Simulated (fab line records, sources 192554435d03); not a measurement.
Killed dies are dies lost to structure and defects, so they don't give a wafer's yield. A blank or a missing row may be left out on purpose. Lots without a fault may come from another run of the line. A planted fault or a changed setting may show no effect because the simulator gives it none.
Which tool did it? | flow n5_finfet | 12 lots, 36 wafers sampled, at 6 steps of a route of 1938

WHAT THE GAUGES READ, wafer by wafer
N5_BEOL_M5_THK_MEAS_01.
lot  | measured     | on            | M5_ILD_THK (nm)
L074 | day 8 20:25  | film_metro-01 | 118.8 121.8 120.1
L077 | day 9 10:42  | film_metro-01 | 120.0 119.5 120.4
L081 | day 10 02:25 | film_metro-01 | 119.6 121.2 121.4
L080 | day 10 15:17 | film_metro-01 | 120.4 120.5 123.6
L083 | day 10 19:50 | film_metro-02 | 120.2 118.5 119.7
L085 | day 11 10:15 | film_metro-02 | 117.0 117.8 119.8
L087 | day 12 01:55 | film_metro-01 | 118.7 120.7 121.6
L088 | day 12 06:01 | film_metro-01 | 118.8 120.9 121.3
L092 | day 12 18:40 | film_metro-02 | 118.9 119.3 120.5
L093 | day 12 21:51 | film_metro-01 | 120.7 122.3 121.3
L095 | day 13 21:52 | film_metro-02 | 118.2 120.5 120.5
L096 | day 14 05:50 | film_metro-01 | 118.4 122.7 121.2

WHICH TOOL RAN EACH LOT (tool, then ch and the chambers of the sampled wafers, then the start)
lot  | N5_BEOL_M4_ANNEAL_82         | N5_BEOL_M4_SPUTTER_90        | N5_BEOL_M4_ANNEAL_51             | N5_BEOL_M4_PRE_CLEAN_60          | N5_BEOL_M4_DEP_57
L074 | pvd_sputter-03, day 8 15:40  | pvd_sputter-03, day 8 16:14  | rtp_anneal-01 ch 0, day 8 17:08  | cvd_co-02 ch 0,1,2, day 8 17:44  | pecvd-02 ch 0,1,2, day 8 17:53
L077 | pvd_sputter-03, day 9 06:03  | pvd_sputter-03, day 9 06:38  | rtp_anneal-01 ch 0, day 9 07:29  | cvd_co-01 ch 0,1,2, day 9 08:07  | pecvd-03 ch 0,2, day 9 08:16
L081 | pvd_sputter-01, day 9 22:23  | pvd_sputter-01, day 9 23:01  | rtp_anneal-02 ch 0, day 9 23:59  | cvd_co-02 ch 0,1, day 10 00:34   | pecvd-03 ch 0,1, day 10 00:44
L080 | pvd_sputter-01, day 10 11:05 | pvd_sputter-01, day 10 11:44 | rtp_anneal-01 ch 0, day 10 12:47 | cvd_co-01 ch 0,1, day 10 13:24   | pecvd-02 ch 0,1, day 10 13:35
L083 | pvd_sputter-02, day 10 15:05 | pvd_sputter-02, day 10 15:40 | rtp_anneal-02 ch 0, day 10 17:25 | cvd_co-02 ch 0,2, day 10 18:02   | pecvd-03 ch 1,2, day 10 18:11
L085 | pvd_sputter-02, day 11 06:23 | pvd_sputter-02, day 11 06:58 | rtp_anneal-02 ch 0, day 11 07:49 | cvd_co-02 ch 0,2, day 11 08:26   | pecvd-02 ch 0,2, day 11 08:36
L087 | pvd_sputter-03, day 11 21:33 | pvd_sputter-03, day 11 22:08 | rtp_anneal-02 ch 0, day 11 22:59 | cvd_co-02 ch 0,1,2, day 11 23:37 | pecvd-02 ch 0,1, day 11 23:46
L088 | pvd_sputter-01, day 12 00:43 | pvd_sputter-01, day 12 01:17 | rtp_anneal-02 ch 0, day 12 02:08 | cvd_co-01 ch 0,1,2, day 12 02:46 | pecvd-03 ch 0,2, day 12 02:56
L092 | pvd_sputter-02, day 12 14:42 | pvd_sputter-02, day 12 15:17 | rtp_anneal-01 ch 0, day 12 16:17 | cvd_co-02 ch 0,1,2, day 12 16:52 | pecvd-02 ch 0,1,2, day 12 17:01
L093 | pvd_sputter-03, day 12 17:58 | pvd_sputter-03, day 12 18:33 | rtp_anneal-02 ch 0, day 12 19:27 | cvd_co-02 ch 0,2, day 12 20:02   | pecvd-01 ch 0,2, day 12 20:11
L095 | pvd_sputter-01, day 13 17:14 | pvd_sputter-01, day 13 17:49 | rtp_anneal-02 ch 0, day 13 18:40 | cvd_co-01 ch 0,1, day 13 19:17   | pecvd-02 ch 0,1,2, day 13 19:27
L096 | pvd_sputter-03, day 14 01:46 | pvd_sputter-03, day 14 02:25 | rtp_anneal-01 ch 0, day 14 03:25 | cvd_co-02 ch 0,1, day 14 04:00   | pecvd-02 ch 0,2, day 14 04:10
- N5_BEOL_M4_ANNEAL_82: time 240 s.
- N5_BEOL_M4_SPUTTER_90: material Cu, target thk 4.5 nm, time 8.29 s.
- N5_BEOL_M4_ANNEAL_51: time 90 s.
- N5_BEOL_M4_PRE_CLEAN_60: time 15 s.
- N5_BEOL_M4_DEP_57: deposits SiCN from 3MS/NH3, target thk 8 nm, time 14 s.

THE ANSWER, worked out from the rows above alone
Rule: what is usual is taken from the lots themselves. Put in order of their means at a reading, lots are off if they are a third of the lots or fewer, leave a main group of 4 or more, and stand apart from it by a gap of 3 or more times the standard deviation of the main group's means; of several such gaps the widest counts. A main group whose means are all the same, to the digits that the tables above print for the reading, isn't used. A lot without any number at a reading at which 4 lots or more have one is off too. The other lots that the step has rows for count as sound.
No lot is off at any reading shown: from this, nothing can be told.

WHAT THE SIMULATOR HAD PUT IN
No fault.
